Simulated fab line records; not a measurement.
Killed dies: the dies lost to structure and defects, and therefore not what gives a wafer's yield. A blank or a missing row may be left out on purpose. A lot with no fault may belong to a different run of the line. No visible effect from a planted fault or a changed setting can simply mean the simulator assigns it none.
Chamber matching || flow n5 finfet || ald metal-02 running N5_BEOL_M1_ALD_84: 4 sister chambers
The step deposits TaN, pulse time 2 s, purge time 3 s, co reactant purge time 2 s. 20 wafers are shown with their chamber, then 10 later ones without.

## WAFERS WITH THEIR CHAMBER
{"wafer": "L078.1", "chamber": 2, "heater power w (W)": 463}
{"wafer": "L078.5", "chamber": 2, "heater power w (W)": 481}
{"wafer": "L078.6", "chamber": 3, "heater power w (W)": 485}
{"wafer": "L079.1", "chamber": 3, "heater power w (W)": 478}
{"wafer": "L079.3", "chamber": 2, "heater power w (W)": 476}
{"wafer": "L079.5", "chamber": 0, "heater power w (W)": 421}
{"wafer": "L081.1", "chamber": 3, "heater power w (W)": 487}
{"wafer": "L081.3", "chamber": 0, "heater power w (W)": 423}
{"wafer": "L081.5", "chamber": 1, "heater power w (W)": 413}
{"wafer": "L083.2", "chamber": 2, "heater power w (W)": 471}
{"wafer": "L083.3", "chamber": 1, "heater power w (W)": 402}
{"wafer": "L083.6", "chamber": 0, "heater power w (W)": 415}
{"wafer": "L084.1", "chamber": 1, "heater power w (W)": 417}
{"wafer": "L084.5", "chamber": 1, "heater power w (W)": 404}
{"wafer": "L084.6", "chamber": 2, "heater power w (W)": 460}
{"wafer": "L085.2", "chamber": 1, "heater power w (W)": 410}
{"wafer": "L085.3", "chamber": 0, "heater power w (W)": 428}
{"wafer": "L085.4", "chamber": 3, "heater power w (W)": 486}
{"wafer": "L087.2", "chamber": 1, "heater power w (W)": 419}
{"wafer": "L087.3", "chamber": 0, "heater power w (W)": 425}

SIGNATURES (averages over the wafers above)
{"reading": "heater power w", "chamber 0": 422.40, "chamber 1": 410.83, "chamber 2": 470.20, "chamber 3": 484.00, "scatter within a chamber": 6.55}
Rule: for each reading, subtract the chamber's mean from the wafer's reading, divide by that reading's scatter and square the result; add these up over the readings and take the root, which gives the wafer's distance from the chamber. If the next closest chamber is less than 2 further off than the closest, the wafer can't be placed; otherwise it belongs to the closest. The scatter is the square root of a quotient: the sum, over the shown wafers, of each reading's squared deviation from its chamber's mean, divided by wafers minus chambers.

## WAFERS WITHOUT THEIR CHAMBER
{"wafer": "L087.5", "heater power w (W)": 462}
{"wafer": "L090.1", "heater power w (W)": 468}
{"wafer": "L090.5", "heater power w (W)": 416}
{"wafer": "L090.6", "heater power w (W)": 461}
{"wafer": "L094.2", "heater power w (W)": 415}
{"wafer": "L094.5", "heater power w (W)": 469}
{"wafer": "L094.6", "heater power w (W)": 479}
{"wafer": "L097.1", "heater power w (W)": 457}
{"wafer": "L097.2", "heater power w (W)": 477}
{"wafer": "L097.6", "heater power w (W)": 426}

## WHICH CHAMBER EACH ONE RAN IN
{"wafer": "L087.5", "from the rows above": 2, "in truth": 2}
{"wafer": "L090.1", "from the rows above": 2, "in truth": 2}
{"wafer": "L090.5", "from the rows above": "can't be placed: 1 or 0", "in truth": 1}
{"wafer": "L090.6", "from the rows above": 2, "in truth": 2}
{"wafer": "L094.2", "from the rows above": "can't be placed: 1 or 0", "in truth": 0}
{"wafer": "L094.5", "from the rows above": 2, "in truth": 2}
{"wafer": "L094.6", "from the rows above": "can't be placed: 3 or 2", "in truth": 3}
{"wafer": "L097.1", "from the rows above": 2, "in truth": 2}
{"wafer": "L097.2", "from the rows above": "can't be placed: 2 or 3", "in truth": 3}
{"wafer": "L097.6", "from the rows above": "can't be placed: 0 or 1", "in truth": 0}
Placed correctly: 5 of 10. Cannot be placed on the basis of these rows: 5; the candidates contain the true chamber in 5. Placed wrongly: 0.
